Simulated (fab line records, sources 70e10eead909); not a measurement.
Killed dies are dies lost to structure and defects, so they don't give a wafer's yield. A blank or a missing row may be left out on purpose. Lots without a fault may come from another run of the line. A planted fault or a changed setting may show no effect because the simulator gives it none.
Problem report in the 8D (eight disciplines) form, filled by code | flow nand_harc | the parts of the form that need people (team, actions taken, sign-off) are left out

1. THE PROBLEM
run_length_s at NHARC_P_BONDPAD_ACTIVATE_29 reads a mean of 91.0 s on 9 wafers of 3 lots; wafers without a fault read 81.2 s with a standard deviation of 0.35. That is +28 standard deviations from the usual mean.
The step: chemistry N2, time 60 s.
First seen on wafer L944.3, day 9 19:04, on rie_diel-06. The record holds 33 wafers of 11 lots with a number at this step. Rule for "out", or "out of limits": more than 4 standard deviations from the usual mean. The other wafers with a number count as sound.

2. WHAT IT IS AND WHAT IT IS NOT
question                    | is                     | is not
which readings at this step | run_length_s           | drypump_motor_current_A, n2_flow_sccm, oes_product_au, rf_vpp_V, showerhead_plenum_p_Torr
which lots                  | L944, L945, L946       | L932, L933, L934, L935, L936, L938, L943, L951
which wafers of those lots  | all that have a number | -
read on which tools         | rie_diel-06            | rie_diel-01, rie_diel-02
when                        | from day 9 19:04       | up to then (21 sound wafers); but 3 sound wafers of L951 came after

3. SUSPECTS, AND WHAT RULES EACH OUT
Counting: a tool at a process step up to the reading stays a suspect if it ran every lot that is out and no sound lot after the first of them.
- rie_diel-06 at NHARC_P_BONDPAD_ETCH_37 (etches the open film in N2/H2, target depth 60 nm, overetch 18 nm, time 65.91 s): ruled out as a lasting fault. Sound lots L951 ran on it after its first lot that is out, L944 (day 9 16:29).
- rie_diel-06 at NHARC_P_BONDPAD_ACTIVATE_29 (chemistry N2, time 60 s): kept. It ran every lot that is out, first L944 (day 9 19:04), and no sound lot after that; its last sound lot up to then is L936 (day 7 11:27). Its own readings are out on those wafers: run_length_s.
Left after counting: rie_diel-06 at NHARC_P_BONDPAD_ACTIVATE_29.

4. THE CAUSE (what the simulator had put in)
Process parameter drift: rie_diel-06, from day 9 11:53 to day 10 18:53, at NHARC_P_BONDPAD_ACTIVATE_29. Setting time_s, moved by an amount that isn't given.
Counting left only this tool.

5. THE CHAIN OF EFFECTS, in route order
Each row: a reading whose mean over the struck wafers that have a number lies more than 3 standard deviations from the usual. Only readings for which the record gives a usual standard deviation are gone through. hours: the time from each lot's start at the first step in this table that gives one to its start at this step, as a median over the lots. sigmas: the change in usual standard deviations.
hours | step                        | reading      | usual  | on struck wafers | change | sigmas
0     | NHARC_P_BONDPAD_ACTIVATE_29 | run_length_s | 81.2 s | 91.0             | +9.8   | +28
The process steps in it:
- NHARC_P_BONDPAD_ACTIVATE_29: chemistry N2, time 60 s.

6. WHAT WOULD HAVE CAUGHT IT SOONER
In this record the first reading out of limits was taken at day 9 19:04, 7 hours after the fault began at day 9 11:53.
